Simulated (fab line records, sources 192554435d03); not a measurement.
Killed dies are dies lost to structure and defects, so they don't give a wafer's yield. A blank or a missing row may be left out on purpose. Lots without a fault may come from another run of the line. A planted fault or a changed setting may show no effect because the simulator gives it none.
fab line records | flow n5_finfet
record lots=7 wafers=39
route steps=1938 shown BEOL_M15@1773 MIM_TOP@1838 PASSIVATION@1930
start_h: hours from the record's first day to the start of the lot's first wafer shown | wait_h: hours since the lot's step before | " the same as in the row above | L1.1+2: a row that stands for several wafers | - no value, or no start given | * or withheld: withheld | < > ~ a bound
route shown NAME@n: a module of which the file shows steps, and the number in the route of the first | usual: mean/standard deviation of fault-free wafers | same: alike in all rows | chamber/n: place in a boat | sites: the reading at each site | _std_site: their standard deviation | _edge_site: outer sites' mean less inner sites' | radius_mm: how far each site lies from the wafer's centre | mask NAME#n: copy n | behind: the tool/chamber that last shaped the wafer | hold: why the lot was held/for how many hours/how that ended | device: the transistor (n, p or np) that didn't switch | end of line: the same wafers' tests at the end of the route | a step without rows: its recipe alone | killed: dies lost to structure and defects at the first sort, not the wafer's yield | map: a wafer's dies, x killed, . not, _ none there
set.NAME: the setting as run; set.NAME@STEP: as run at that earlier step | model.NAME: the simulator's own value behind a step, which no gauge read
lots whose settings were changed on purpose; a table a step, a row a wafer
## steps
# step N5_BEOL_M15_ILD_DEP_00
# recipe material=SiO2 target_thk_a=16293 temp_c=400 precursor=TEOS/O2 pressure_torr=6.5 rf_w=900 teos_flow_sccm=161.4 gas=O2 flow_sccm=2650 time_s=346.1
# columns lot.wafer tool chamber start_h wait_h set.target_thk_a model.SiO2_of_BEOL_M15_ILD_DEP_00.thk_nm
L075.1+2 pecvd-02 2,1 293.90 0.0 16293 1609
L075.3 " 0 " " 7893 784.8
L075.4 " 1 " " 16293 1655
L075.5 " 2 " " 7893 785
L075.6 " 0 " " 7893 799.6
L080.1 pecvd-03 0 311.88 0.0 25660 2550
L080.2 " 1 " " 16293 1634
L080.3 " 2 " " 16293 1635
L080.4 " 2 " " 16293 1655
L080.5 " 1 " " 25660 2624
L080.6 " 0 " " 25660 2580
L081.1 pecvd-03 1 320.46 0.0 24370 2464
L081.2 " 0 " " 16293 1620
L081.3 " 2 " " 24370 2437
L081.4 " 0 " " 16293 1645
L081.5 " 1 " " 16293 1678
L081.6 " 2 " " 24370 2459
L082.1 pecvd-02 0 331.06 0.0 16293 1633
L082.2 " 2 " " 16293 1632
L082.3 " 1 " " 16293 1620
L082.4 " 0 " " 22630 2303
L082.5 " 2 " " 22630 2275
L082.6 " 1 " " 22630 2298
L086.1 pecvd-04 0 361.92 0.0 16293 1625
L086.2 " 2 " " 16293 1626
L086.4 " 2 " " 16293 1637
L088.1 pecvd-04 0 376.00 0.0 16293 1622
L088.2 " 2 " " 21410 2141
L088.3 " 1 " " 21410 2143
L088.4 " 1 " " 16293 1676
L088.5 " 2 " " 21410 2168
L088.6 " 0 " " 16293 1673
L095.1 pecvd-03 1 409.42 0.0 25930 2574
L095.2 " 2 " " 16293 1613
L095.3 " 0 " " 16293 1605
L095.4 " 1 " " 16293 1651
L095.5 " 0 " " 25930 2620
L095.6 " 2 " " 25930 2600
# step N5_BEOL_M15_THK_MEAS_01
# recipe reads=SiO2_of_BEOL_M15_ILD_DEP_00
# usual M15_ILD_THK=1635/20
# columns lot.wafer tool chamber start_h wait_h set.target_thk_a@BEOL_M15_ILD_DEP_00 M15_ILD_THK[nm]
L075.1 film_metro-02 - 294.15 0.1 16293 1608
L075.2 " - " " 16293 1608
L075.3 " - " " 7893 785
L075.4 " - " " 16293 1655
L075.5 " - " " 7893 784
L075.6 " - " " 7893 799
L080.1 film_metro-01 - 312.13 0.1 25660 2550
L080.2 " - " " 16293 1634
L080.3 " - " " 16293 1636
L080.4 " - " " 16293 1654
L080.5 " - " " 25660 2625
L080.6 " - " " 25660 2579
L081.1 film_metro-02 - 320.71 0.1 24370 2465
L081.2 " - " " 16293 1620
L081.3 " - " " 24370 2436
L081.4 " - " " 16293 1645
L081.5 " - " " 16293 1679
L081.6 " - " " 24370 2459
L082.1 film_metro-01 - 331.31 0.1 16293 1633
L082.2 " - " " 16293 1633
L082.3 " - " " 16293 1620
L082.4 " - " " 22630 2304
L082.5 " - " " 22630 2277
L082.6 " - " " 22630 2297
L086.1 film_metro-02 - 362.17 0.1 16293 1625
L086.2 " - " " 16293 1627
L086.4 " - " " 16293 1638
L088.1 film_metro-01 - 376.25 0.1 16293 1621
L088.2 " - " " 21410 2139
L088.3 " - " " 21410 2143
L088.4 " - " " 16293 1676
L088.5 " - " " 21410 2169
L088.6 " - " " 16293 1674
L095.1 film_metro-01 - 409.67 0.1 25930 2574
L095.2 " - " " 16293 1613
L095.3 " - " " 16293 1605
L095.4 " - " " 16293 1652
L095.5 " - " " 25930 2620
L095.6 " - " " 25930 2601
# step N5_BEOL_M15_COAT_58
# recipe resist=BARC temp_c=205 time_s=60 spin_rpm=1500 resist_thk_nm=89
# step N5_BEOL_M15_COAT_04
# recipe spin_rpm=1704 resist_thk_nm=800
# step N5_BEOL_M15_DESCUM_15
# recipe chemistry=O2 time_s=7.9 source_power_w=50 bias_power_w=20 pressure_mtorr=20 rf_frequency_hz=2.712e+07 temp_c=40 o2_flow_sccm=225
# step N5_BEOL_M15_ETCH_59
# recipe chemistry=N2/H2 target=BARC target_depth_a=890 overetch_a=267 time_s=67.9 ion_energy_ev=200 pressure_mtorr=30 source_w=840 bias_w=150 n2_flow_sccm=200 h2_flow_sccm=200
# step N5_BEOL_M15_VIA_ETCH_16
# recipe chemistry=C4F8/O2/Ar target=SiO2 he_inner_torr=15 he_outer_torr=30 target_depth_a=17922 time_s=withheld ion_energy_ev=800 pressure_mtorr=20 source_w=1905 bias_w=2040 Ar_flow_sccm=400 C4F8_flow_sccm=16 O2_flow_sccm=12 ends=cleared
# columns lot.wafer tool chamber start_h wait_h set.target_thk_a@BEOL_M15_ILD_DEP_00 model.etch.depth_nm model.coat_of_BEOL_M15_COAT_04.thk_nm
L075.1 rie_diel-03 3 295.05 0.0 16293 1609 335.2
L075.2 " 2 " " 16293 1609 335.4
L075.3 " 0 " " 7893 784.7 533.4
L075.4 " 1 " " 16293 1655 325.6
L075.5 " 1 " " 7893 785 531.8
L075.6 " 2 " " 7893 799.5 528.4
L080.1 rie_diel-01 3 312.85 0.0 25660 2550 111.4
L080.2 " 0 " " 16293 1634 329.8
L080.3 " 1 " " 16293 1635 335.2
L080.4 " 2 " " 16293 1655 340.4
L080.5 " 0 " " 25660 2624 96
L080.6 " 1 " " 25660 2580 113
L081.1 rie_diel-04 2 321.19 0.0 24370 2464 133.4
L081.2 " 3 " " 16293 1620 342.2
L081.3 " 1 " " 24370 2437 151.8
L081.4 " 2 " " 16293 1645 327.8
L081.5 " 3 " " 16293 1678 330.8
L081.6 " 1 " " 24370 2459 145.2
L082.1 rie_diel-04 2 331.78 0.0 16293 1633 329.8
L082.2 " 1 " " 16293 1632 338.4
L082.3 " 3 " " 16293 1620 346.2
L082.4 " 3 " " 22630 2303 187.4
L082.5 " 2 " " 22630 2275 178.2
L082.6 " 1 " " 22630 2298 185.4
L086.1 rie_diel-01 0 362.78 0.0 16293 1625 329.2
L086.2 " 1 " " 16293 1626 336.8
L086.4 " 3 " " 16293 1637 326.2
L088.1 rie_diel-01 2 376.73 0.0 16293 1622 347.8
L088.2 " 3 " " 21410 2141 205.6
L088.3 " 1 " " 21410 2143 215.6
L088.4 " 2 " " 16293 1676 335.8
L088.5 " 3 " " 21410 2168 201.2
L088.6 " 1 " " 16293 1673 325.8
L095.1 rie_diel-03 2 410.83 0.0 25930 2574 104.6
L095.2 " 1 " " 16293 1613 332.6
L095.3 " 3 " " 16293 1605 338.2
L095.4 " 0 " " 16293 1651 331.4
L095.5 " 1 " " 25930 2620 93.8
L095.6 " 2 " " 25930 2600 98.4
# step N5_BEOL_M15_STRIP_63
# recipe chemistry=O2 power_w=600 temp_c=60 pressure_mtorr=30 rf_frequency_hz=6e+07 bias_power_w=0 overash_fraction=0.3 o2_flow_sccm=225
# step N5_BEOL_M15_STRIP_64
# recipe chemistry=O2 power_w=600 temp_c=60 pressure_mtorr=30 rf_frequency_hz=6e+07 bias_power_w=0 overash_fraction=0.3 o2_flow_sccm=225
# step N5_BEOL_M15_STRIP_65
# recipe chemistry=post_etch_residue_remover time_s=60 temp_c=25 remover_ph=withheld remover_water_wt_pct=withheld remover_fluoride_wt_pct=withheld
# step N5_BEOL_M15_SRD_66
# recipe time_s=30 temp_c=23 rinse_liquid=diw dry=n2_spin spin_rpm=1500 dry_time_s=30
# step N5_BEOL_M15_CD_MEAS_17
# recipe target_cd_nm=360 polarity=opening
# usual cd_nm=361.8/2.3
# columns lot.wafer tool chamber start_h wait_h set.target_thk_a@BEOL_M15_ILD_DEP_00 cd_nm
L075.1 cd_sem-02 - 295.46 0.0 16293 363.0
L075.2 " - " " 16293 361.1
L075.3 " - " " 7893 359.0
L075.4 " - " " 16293 361.3
L075.5 " - " " 7893 351.2
L075.6 " - " " 7893 354.7
L080.1 cd_sem-01 - 313.26 0.0 25660 375.4
L080.2 " - " " 16293 362.1
L080.3 " - " " 16293 362.4
L080.4 " - " " 16293 367.6
L080.5 " - " " 25660 373.2
L080.6 " - " " 25660 371.2
L081.1 cd_sem-02 - 321.60 0.0 24370 368.7
L081.2 " - " " 16293 359.5
L081.3 " - " " 24370 372.4
L081.4 " - " " 16293 363.8
L081.5 " - " " 16293 361.2
L081.6 " - " " 24370 369.6
L082.1 cd_sem-02 - 332.20 0.0 16293 365.6
L082.2 " - " " 16293 364.4
L082.3 " - " " 16293 361.9
L082.4 " - " " 22630 370.4
L082.5 " - " " 22630 368.0
L082.6 " - " " 22630 368.5
L086.1 cd_sem-02 - 363.19 0.0 16293 360.1
L086.2 " - " " 16293 356.6
L086.4 " - " " 16293 361.1
L088.1 cd_sem-02 - 377.14 0.0 16293 364.6
L088.2 " - " " 21410 368.7
L088.3 " - " " 21410 365.7
L088.4 " - " " 16293 363.8
L088.5 " - " " 21410 370.7
L088.6 " - " " 16293 364.2
L095.1 cd_sem-03 - 411.24 0.0 25930 367.0
L095.2 " - " " 16293 362.7
L095.3 " - " " 16293 358.6
L095.4 " - " " 16293 359.4
L095.5 " - " " 25930 369.7
L095.6 " - " " 25930 370.8
# step N5_MIM_TOP_SPUTTER_03
# recipe material=TiN target_thk_a=350 temp_c=200 power_w=3000 chamber_pressure_pa=0.49996 gas=Ar reactive_partial_pa=0.37997 time_s=89.7
# columns lot.wafer tool chamber start_h wait_h set.target_thk_a model.TiN_of_MIM_TOP_SPUTTER_03.thk_nm
L075.1+3+6 pvd_sputter-03 - 301.33 0.0 350 35.4
L075.2 " - " " 549.3 54.8
L075.4+5 " - " " 549.3 55.4
L080.1+5 pvd_sputter-01 - 323.72 0.0 350 35.4
L080.2+3 " - " " 350 35.8
L080.4 " - " " 350 35
L080.6 " - " " 350 35.2
L081.1+2+3+4+6 pvd_sputter-03 - 331.02 0.0 350 35
L081.5 " - " " 350 35.2
L082.1+3 pvd_sputter-02 - 339.43 0.0 195.5 19.6
L082.2 " - " " 350 35.2
L082.4 " - " " 195.5 19.2
L082.5 " - " " 350 35.4
L082.6 " - " " 350 35
L086.1+2 pvd_sputter-02 - 373.05 0.0 350 34.8
L086.4 " - " " 350 34.4
L088.1+5 pvd_sputter-01 - 384.96 0.0 416.6 41.6
L088.2 " - " " 416.6 42
L088.3 " - " " 350 35.8
L088.4 " - " " 350 35.6
L088.6 " - " " 350 35.4
L095.1 pvd_sputter-03 - 422.18 0.0 256.9 26.6
L095.2 " - " " 256.9 26.4
L095.3 " - " " 350 35.8
L095.4+5 " - " " 350 35.4
L095.6 " - " " 256.9 26.2
# step N5_PASSIVATION_ETCH_54
# recipe chemistry=CHF3/O2 target=SiO2 target_depth_a=8800 CHF3_flow_sccm=50 O2_flow_sccm=5 Ar_flow_sccm=200 time_s=440 mask_material=PR pressure_mtorr=30 source_w=650 bias_w=170 ion_energy_ev=200
# columns lot.wafer tool chamber start_h wait_h set.target_depth_a model.PASSIVATION.feature_depth_nm model.etch.depth_nm
L075.1 rie_diel-02 2 309.45 0.1 8800 874.4 874.4
L075.2 " 3 " " 8800 884 884
L075.3 " 0 " " 8800 875.8 875.8
L075.4 " 1 " " 8800 866.2 866.1
L075.5 " 0 " " 8800 889.4 889.4
L075.6 " 3 " " 8800 891.8 891.8
L080.1 rie_diel-05 0 332.38 0.1 10530 1021 1021
L080.2 " 2 " " 8800 876.2 876.2
L080.3 " 1 " " 10530 1055 1055
L080.4 " 3 " " 10530 1076 1076
L080.5 " 1 " " 8800 882.4 882.3
L080.6 " 0 " " 8800 864.8 864.8
L081.1 rie_diel-06 1 338.58 0.1 8800 875 875
L081.2 " 0 " " 8800 893 893
L081.3 " 3 " " 8800 866.4 866.3
L081.4 " 3 " " 8800 869.6 869.6
L081.5 " 1 " " 8800 872.6 872.6
L081.6 " 0 " " 8800 900 900
L082.1 rie_diel-06 3 346.49 0.1 6690 656 656.1
L082.2 " 0 " " 8800 890.2 890.3
L082.3 " 1 " " 6690 661.8 661.8
L082.4 " 1 " " 8800 867.2 867.3
L082.5 " 3 " " 6690 652.8 652.8
L082.6 " 0 " " 8800 887.6 887.6
L086.1 rie_diel-02 1 382.37 0.1 8800 873.2 873.2
L086.2 " 3 " " 8800 893 893.1
L086.4 " 0 " " 8800 882 881.9
L088.1 rie_diel-06 0 395.10 0.1 12300 1238 1238
L088.2 " 1 " " 8800 876.6 876.7
L088.3 " 2 " " 8800 903.2 903.2
L088.4 " 1 " " 8800 875 875
L088.5 " 0 " " 12300 1232 1232
L088.6 " 2 " " 12300 1271 1271
L095.1 rie_diel-02 3 430.92 0.1 8800 883.8 883.8
L095.2 " 0 " " 7037 711.6 711.5
L095.3 " 1 " " 8800 865.2 865.2
L095.4 " 2 " " 8800 873.4 873.4
L095.5 " 2 " " 7037 697 697
L095.6 " 1 " " 7037 696.2 696.2
## key
split step=N5_BEOL_M15_ILD_DEP_00 setting=target_thk_a stated=16293 by=wafer
response step=N5_BEOL_M15_ILD_DEP_00 reading=model.SiO2_of_BEOL_M15_ILD_DEP_00.thk_nm change=+16.4 per=1% r=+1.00
response step=N5_BEOL_M15_THK_MEAS_01 reading=M15_ILD_THK change=+16.4 per=1% r=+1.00
response step=N5_BEOL_M15_VIA_ETCH_16 reading=model.etch.depth_nm change=+16.4 per=1% r=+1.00
response step=N5_BEOL_M15_VIA_ETCH_16 reading=model.coat_of_BEOL_M15_COAT_04.thk_nm change=-3.94 per=1% r=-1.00
response step=N5_BEOL_M15_CD_MEAS_17 reading=cd_nm change=+0.151 per=1% r=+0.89
split step=N5_MIM_TOP_SPUTTER_03 setting=target_thk_a stated=350 by=wafer
response step=N5_MIM_TOP_SPUTTER_03 reading=model.TiN_of_MIM_TOP_SPUTTER_03.thk_nm change=+0.348 per=1% r=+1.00
split step=N5_PASSIVATION_ETCH_54 setting=target_depth_a stated=8800 by=wafer
response step=N5_PASSIVATION_ETCH_54 reading=model.PASSIVATION.feature_depth_nm change=+9.07 per=1% r=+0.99
response step=N5_PASSIVATION_ETCH_54 reading=model.etch.depth_nm change=+9.07 per=1% r=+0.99
